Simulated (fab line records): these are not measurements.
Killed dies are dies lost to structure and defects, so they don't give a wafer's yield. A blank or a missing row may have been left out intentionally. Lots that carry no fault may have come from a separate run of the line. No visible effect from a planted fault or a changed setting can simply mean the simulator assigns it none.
Matching of chambers | flow nandHarc | NHARC_A_BONDPAD_ETCH_12 on rieDiel-05: 4 sister chambers
The step etches the open film in CHF3/O2, target depth 220 nm, time 110 s. 19 wafers are shown with their chamber, then 9 later ones without.

WAFERS, EACH WITH ITS CHAMBER
wafer  | chamber | drypumpMotorCurrentA (A) | rfVppV (V) | chf3FlowSccm (sccm)
L641.2 | 1       | 5.5                      | 368.0      | 50.07
L641.3 | 2       | 5.8                      | 368.7      | 50.08
L641.6 | 0       | 4.8                      | 369.3      | 49.99
L642.1 | 3       | 5.8                      | 369.0      | 49.81
L642.4 | 2       | 5.8                      | 367.8      | 49.77
L642.6 | 2       | 5.8                      | 368.2      | 49.76
L644.1 | 0       | 4.8                      | 369.7      | 50.11
L644.5 | 2       | 5.8                      | 367.7      | 49.92
L644.6 | 1       | 5.5                      | 370.1      | 49.93
L646.2 | 1       | 5.5                      | 368.7      | 49.84
L646.3 | 0       | 4.8                      | 368.4      | 50.06
L646.6 | 2       | 5.8                      | 367.0      | 50.30
L649.2 | 1       | 5.5                      | 368.4      | 50.19
L649.3 | 2       | 5.7                      | 369.5      | 50.08
L649.6 | 3       | 5.8                      | 370.7      | 49.84
L650.1 | 3       | 5.8                      | 369.9      | 50.03
L650.4 | 2       | 5.8                      | 368.1      | 50.04
L650.6 | 0       | 4.8                      | 370.0      | 50.12
L648.1 | 3       | 5.8                      | 370.6      | 49.89

SIGNATURES (means of the wafers above)
reading              | chamber 0 | chamber 1 | chamber 2 | chamber 3 | scatter within a chamber
drypumpMotorCurrentA | 4.800     | 5.500     | 5.786     | 5.800     | 0.0239
rfVppV               | 369.350   | 368.800   | 368.143   | 370.050   | 0.799
chf3FlowSccm         | 50.0700   | 50.0075   | 49.9929   | 49.8925   | 0.149
Rule: for each reading, subtract the chamber's mean from the wafer's reading, divide by that reading's scatter and square the result; add these up over the readings and take the root, which gives the wafer's distance from the chamber. The wafer belongs to the nearest chamber; if the next one is less than 2 further off, it can't be placed. How the scatter is found: for the shown wafers, subtract from each reading the mean of its chamber, square and add these, divide the total by (wafers less chambers), then take the root.

WAFERS WITH NO CHAMBER GIVEN
wafer  | drypumpMotorCurrentA (A) | rfVppV (V) | chf3FlowSccm (sccm)
L648.3 | 4.8                      | 367.8      | 50.43
L648.5 | 4.8                      | 370.1      | 49.90
L652.1 | 5.5                      | 369.2      | 50.05
L652.2 | 5.8                      | 369.1      | 50.29
L652.3 | 5.8                      | 368.7      | 50.30
L653.1 | 5.8                      | 369.5      | 50.16
L653.2 | 5.8                      | 368.8      | 49.98
L653.5 | 5.8                      | 370.1      | 50.17
L655.5 | 5.5                      | 368.1      | 50.16

WHICH CHAMBER EACH ONE RAN IN
wafer  | from the rows above     | in truth
L648.3 | 0                       | 0
L648.5 | 0                       | 0
L652.1 | 1                       | 1
L652.2 | can't be placed: 2 or 3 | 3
L652.3 | can't be placed: 2 or 3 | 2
L653.1 | can't be placed: 3 or 2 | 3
L653.2 | can't be placed: 2 or 3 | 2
L653.5 | can't be placed: 3 or 2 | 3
L655.5 | 1                       | 1
4 of 9 placed correctly. From these rows, 5 cannot be placed; in 5 the true chamber is one of the candidates. 0 placed wrongly.
